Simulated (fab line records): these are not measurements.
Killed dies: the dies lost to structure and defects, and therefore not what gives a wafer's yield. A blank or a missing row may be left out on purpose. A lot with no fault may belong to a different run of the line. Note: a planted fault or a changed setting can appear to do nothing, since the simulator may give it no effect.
Which tool is to blame? + flow n5-finfet + Sampling: 10 lots, 27 wafers, 5 of 1938 route steps

== WHAT THE GAUGES READ, wafer by wafer ==
N5_BEOL_M4_RC_MEAS_101. Usual: DIBL_N 36.3 mV/V, standard deviation 1.1; DIBL_P 36.3 mV/V, standard deviation 1.4; IOFF_N 0.155 nA/um, standard deviation 0.019; IOFF_P 0.211 nA/um, standard deviation 0.027; ION_N 672 uA/um, standard deviation 8.5; ION_P 462 uA/um, standard deviation 5.8; SS_N 71.5 mV/dec, standard deviation 0.56; SS_P 73.3 mV/dec, standard deviation 0.52; VT_N 249.9 mV, standard deviation 2.5; VT_P -249.8 mV, standard deviation 2.8.
| lot  | measured     | on        | DIBL_N (mV/V)  | DIBL_P (mV/V)  | IOFF_N (nA/um)    | IOFF_P (nA/um)    | ION_N (uA/um) | ION_P (uA/um) | SS_N (mV/dec)  | SS_P (mV/dec)  | VT_N (mV)         | VT_P (mV)            | flag |
|------|--------------|-----------|----------------|----------------|-------------------|-------------------|---------------|---------------|----------------|----------------|-------------------|----------------------|------|
| L306 | day 9 18:11  | prober-01 | 37.5 37.8 35.0 | 38.2 39.5 35.7 | 0.185 0.200 0.143 | 0.238 0.248 0.190 | 676 675 670   | 460 459 463   | 71.3 73.1 71.3 | 74.3 74.2 73.0 | 247.9 245.3 250.0 | -248.6 -248.1 -251.1 |      |
| L308 | day 10 03:50 | prober-01 | 35.0 35.6 36.1 | 36.1 37.4 37.8 | 0.126 0.148 0.149 | 0.198 0.235 0.227 | 669 679 668   | 459 473 458   | 70.9 71.3 71.5 | 72.1 73.1 72.3 | 255.9 248.9 251.6 | -249.1 -247.1 -248.8 |      |
| L309 | day 10 22:22 | prober-01 | 37.2 36.5 35.9 | 37.1 36.6 35.2 | 0.172 0.161 0.140 | 0.244 0.243 0.227 | 676 672 669   | 472 467 469   | 71.9 71.8 71.0 | 73.9 73.0 72.7 | 248.4 247.0 252.1 | -244.4 -247.3 -248.4 |      |
| L310 | day 11 10:13 | prober-01 | 36.3 34.8 36.3 | 36.4 33.7 35.6 | 0.166 0.135 0.171 | 0.199 0.167 0.199 | 684 677 691   | 462 463 465   | 71.2 71.3 71.8 | 73.6 72.6 73.6 | 248.7 252.9 248.2 | -252.6 -251.8 -250.2 |      |
| L316 | day 14 12:06 | prober-01 | 37.2 38.5 36.4 | 36.9 38.1 36.1 | 0.151 0.178 0.139 | 0.183 0.206 0.181 | 670 664 658   | 455 452 447   | 71.2 72.3 71.2 | 73.8 73.0 73.0 | 251.3 250.4 253.2 | -253.2 -249.8 -252.0 |      |
| L317 | day 14 23:47 | prober-01 | 34.7 36.8 35.3 | 33.6 35.7 34.6 | 0.137 0.175 0.146 | 0.184 0.211 0.197 | 666 667 665   | 458 453 458   | 70.4 71.2 70.7 | 72.8 73.8 73.1 | 250.3 248.7 248.0 | -251.3 -250.6 -250.7 |      |
| L325 | day 17 06:04 | prober-02 | 36.5 40.0      | 36.4 40.9      | 0.150 0.228       | 0.210 0.301       | 676 699       | 466 479       | 71.5 72.5      | 72.9 74.0      | 250.0 242.9       | -250.0 -244.8        |      |
| L326 | day 16 08:40 | prober-01 | 34.9 34.3      | 37.6 36.8      | 0.168 0.150       | 0.241 0.235       | 668 673       | 470 472       | 70.4 71.7      | 73.3 73.1      | 247.3 249.5       | -247.3 -244.4        |      |
| L327 | day 17 17:07 | prober-01 | 35.6 36.3      | 35.2 34.7      | 0.158 0.159       | 0.210 0.200       | 682 666       | 464 459       | 72.1 72.0      | 73.3 73.4      | 248.2 249.2       | -248.4 -250.9        |      |
| L328 | day 16 04:41 | prober-02 | 37.2 38.7 37.2 | 36.6 36.8 35.6 | 0.171 0.196 0.161 | 0.241 0.250 0.223 | 678 671 674   | 467 461 464   | 72.2 72.8 71.9 | 73.7 73.2 73.3 | 251.6 246.3 247.5 | -246.2 -246.9 -249.5 |      |

== EACH LOT AND THE TOOL THAT RAN IT (in order: tool; ch and the chambers of the sampled wafers; start) ==
| lot  | N5_BEOL_M0_PRE_CLEAN_131        | N5_BEOL_M1_ETCH_69                 | N5_BEOL_M1_STRIP_97                           | N5_BEOL_M1_DEGAS_44          |
|------|---------------------------------|------------------------------------|-----------------------------------------------|------------------------------|
| L306 | cvd-co-01 ch 0,1,2, day 6 10:30 | rie-diel-01 ch 1,3, day 6 13:44    | rie-diel-01 ch 1,2, day 6 16:28 or earlier    | pvd-sputter-02, day 6 16:28  |
| L308 | cvd-co-01 ch 0,2, day 6 15:16   | rie-diel-06 ch 0,3, day 6 18:06    | rie-diel-06 ch 0,2,3, day 7 14:58 or earlier  | pvd-sputter-01, day 7 14:58  |
| L309 | cvd-co-02 ch 0,1,2, day 6 21:58 | rie-diel-03 ch 1,2,3, day 7 00:45  | rie-diel-01 ch 0,1,3, day 7 18:04 or earlier  | pvd-sputter-01, day 7 18:04  |
| L310 | cvd-co-02 ch 0,1,2, day 7 08:06 | rie-diel-03 ch 0,1,3, day 7 12:20  | rie-diel-01 ch 0,2,3, day 8 07:16 or earlier  | pvd-sputter-01, day 8 07:16  |
| L316 | cvd-co-02 ch 0,2, day 8 18:33   | rie-diel-03 ch 1,2, day 8 20:59    | rie-diel-06 ch 1,2,3, day 9 04:20 or earlier  | pvd-sputter-01, day 9 04:20  |
| L317 | cvd-co-02 ch 1,2, day 9 02:47   | rie-diel-01 ch 0,1,2, day 9 06:04  | rie-diel-03 ch 2,3, day 9 07:56 or earlier    | pvd-sputter-01, day 9 07:56  |
| L325 | cvd-co-01 ch 0,1, day 10 16:40  | rie-diel-03 ch 0,2, day 10 18:53   | rie-diel-03 ch 0,2, day 11 04:45 or earlier   | pvd-sputter-01, day 11 04:45 |
| L326 | cvd-co-02 ch 0,1, day 11 02:06  | rie-diel-03 ch 1,2, day 11 05:43   | rie-diel-01 ch 0,3, day 11 16:52 or earlier   | pvd-sputter-02, day 11 16:52 |
| L327 | cvd-co-02 ch 0,1, day 11 14:13  | rie-diel-03 ch 1,2, day 11 17:31   | rie-diel-01 ch 1,3, day 12 04:40 or earlier   | pvd-sputter-01, day 12 04:40 |
| L328 | cvd-co-02 ch 0,1, day 11 19:34  | rie-diel-06 ch 0,1,2, day 11 22:00 | rie-diel-01 ch 0,1,2, day 13 09:07 or earlier | pvd-sputter-02, day 13 09:07 |
- N5_BEOL_M0_PRE_CLEAN_131: time 15 s.
- N5_BEOL_M1_ETCH_69: etches SiARC in CF4, target depth 15.6 nm, time 26 s.
- N5_BEOL_M1_STRIP_97: strips in N2/H2, time 10 s.
- N5_BEOL_M1_DEGAS_44: time 60 s.

== AS READ BY THE TOOLS THEMSELVES (means over the sampled wafers that have a number; for cases with no such wafer, the mark the record gives instead) ==
N5_BEOL_M0_PRE_CLEAN_131. Usual: heater-power-w 97 W, standard deviation 18.
| lot  | tool      | heater-power-w (W) | flag |
|------|-----------|--------------------|------|
| L306 | cvd-co-01 | 87                 |      |
| L308 | cvd-co-01 | 93                 |      |
| L309 | cvd-co-02 | 100                |      |
| L310 | cvd-co-02 | 100                |      |
| L316 | cvd-co-02 | 115                |      |
| L317 | cvd-co-02 | 104                |      |
| L325 | cvd-co-01 | 86                 |      |
| L326 | cvd-co-02 | 93                 |      |
| L327 | cvd-co-02 | 96                 |      |
| L328 | cvd-co-02 | 89                 |      |

N5_BEOL_M1_ETCH_69. Usual: drypump-motor-current-A 5.9 A, standard deviation 0.38; etch-rf-on-time-s 26.0 s, standard deviation 0.38; oes-product-au 0.69 a.u., standard deviation 0.07; rf-vpp-V 184.0 V, standard deviation 1.1; showerhead-plenum-p-Torr 2.13 Torr, standard deviation 0.065; throttle-valve-pct 15.56 %, standard deviation 0.12.
| lot  | tool        | drypump-motor-current-A (A) | etch-rf-on-time-s (s) | oes-product-au (a.u.) | rf-vpp-V (V) | showerhead-plenum-p-Torr (Torr) | throttle-valve-pct (%) | flag |
|------|-------------|-----------------------------|-----------------------|-----------------------|--------------|---------------------------------|------------------------|------|
| L306 | rie-diel-01 | 5.8                         | 25.8                  | 0.68                  | 183.8        | 2.08                            | 15.70                  |      |
| L308 | rie-diel-06 | 6.0                         | 26.0                  | 0.62                  | 184.1        | 2.10                            | 15.52                  |      |
| L309 | rie-diel-03 | 5.8                         | 26.3                  | 0.68                  | 184.9        | 2.16                            | 15.46                  |      |
| L310 | rie-diel-03 | 5.8                         | 26.1                  | 0.69                  | 184.1        | 2.13                            | 15.52                  |      |
| L316 | rie-diel-03 | 5.6                         | 26.2                  | 0.68                  | 185.1        | 2.19                            | 15.53                  |      |
| L317 | rie-diel-01 | 5.6                         | 26.4                  | 0.69                  | 183.8        | 2.10                            | 15.75                  |      |
| L325 | rie-diel-03 | 6.0                         | 22.4                  | 0.78                  | 183.8        | 2.13                            | 15.62                  | OFF  |
| L326 | rie-diel-03 | 5.6                         | 23.1                  | 0.70                  | 183.6        | 2.19                            | 15.57                  | OFF  |
| L327 | rie-diel-03 | 5.5                         | 22.8                  | 0.69                  | 184.6        | 2.18                            | 15.57                  | OFF  |
| L328 | rie-diel-06 | 6.1                         | 26.3                  | 0.69                  | 184.2        | 2.16                            | 15.59                  |      |

N5_BEOL_M1_STRIP_97. Usual: drypump-motor-current-A 5.8 A, standard deviation 0.35; oes-product-au 0.83 a.u., standard deviation 0.087; rf-vpp-V 59.1 V, standard deviation 0.92; showerhead-plenum-p-Torr 2.53 Torr, standard deviation 0.083; throttle-valve-pct 23.65 %, standard deviation 0.22.
| lot  | tool        | drypump-motor-current-A (A) | oes-product-au (a.u.) | rf-vpp-V (V) | showerhead-plenum-p-Torr (Torr) | throttle-valve-pct (%) | flag |
|------|-------------|-----------------------------|-----------------------|--------------|---------------------------------|------------------------|------|
| L306 | rie-diel-01 | 5.6                         | 0.76                  | 58.5         | 2.47                            | 24.02                  |      |
| L308 | rie-diel-06 | 5.9                         | 0.76                  | 59.5         | 2.54                            | 23.52                  |      |
| L309 | rie-diel-01 | 5.7                         | 0.86                  | 59.3         | 2.50                            | 23.73                  |      |
| L310 | rie-diel-01 | 5.7                         | 0.90                  | 59.1         | 2.55                            | 23.67                  |      |
| L316 | rie-diel-06 | 5.9                         | 0.80                  | 59.1         | 2.48                            | 23.52                  |      |
| L317 | rie-diel-03 | 6.1                         | 0.82                  | 58.7         | 2.49                            | 23.41                  |      |
| L325 | rie-diel-03 | 6.0                         | 0.83                  | 59.0         | 2.53                            | 23.72                  |      |
| L326 | rie-diel-01 | 5.8                         | 0.89                  | 59.2         | 2.54                            | 23.58                  |      |
| L327 | rie-diel-01 | 5.8                         | 0.92                  | 60.6         | 2.65                            | 23.69                  |      |
| L328 | rie-diel-01 | 5.6                         | 0.87                  | 59.1         | 2.58                            | 23.81                  |      |

N5_BEOL_M1_DEGAS_44. Usual: heater-power-w 321 W, standard deviation 29.
| lot  | tool           | heater-power-w (W) | flag |
|------|----------------|--------------------|------|
| L306 | pvd-sputter-02 | 316                |      |
| L308 | pvd-sputter-01 | 333                |      |
| L309 | pvd-sputter-01 | 319                |      |
| L310 | pvd-sputter-01 | 315                |      |
| L316 | pvd-sputter-01 | 300                |      |
| L317 | pvd-sputter-01 | 313                |      |
| L325 | pvd-sputter-01 | 287                |      |
| L326 | pvd-sputter-02 | 345                |      |
| L327 | pvd-sputter-01 | 309                |      |
| L328 | pvd-sputter-02 | 327                |      |

== THE ANSWER, worked out from the rows above alone ==
Rule: lot off if the mean of its wafers having a number is beyond 3 standard deviations from the usual mean. Also off: a lot with no number at a reading for which 4 or more lots have one. Any other lot the step has rows for is counted as sound. The gauges are gone through in route order, then the tools' own readings, and for those a lot's mean is taken as printed above. The first step at which some lot is off is used, and at that step the reading that is off furthest; a lot without a number counts as furthest.
Off, at N5_BEOL_M1_ETCH_69 on etch-rf-on-time-s: L325, L326, L327.
A tool fits if, at that step or a process step before it, it ran every lot that is off, and no sound lot after the first of them. One fits: rie-diel-03 at N5_BEOL_M1_ETCH_69. A fault onset in the window from L316 (day 8 20:59, its last sound lot) to L325 (day 10 18:53, its first lot off) fits.
On the lots that are off, the tool's own readings at N5_BEOL_M1_ETCH_69 differ by more than 5 times the standard deviation of the sound lots' means, which bears it out; etch-rf-on-time-s reads 22.8 s there versus 26.2 s on the sound lots.

== WHAT WAS PUT IN BY THE SIMULATOR ==
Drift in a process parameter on rie-diel-03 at N5_BEOL_M1_ETCH_69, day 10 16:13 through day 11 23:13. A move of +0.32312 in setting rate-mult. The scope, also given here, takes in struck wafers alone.
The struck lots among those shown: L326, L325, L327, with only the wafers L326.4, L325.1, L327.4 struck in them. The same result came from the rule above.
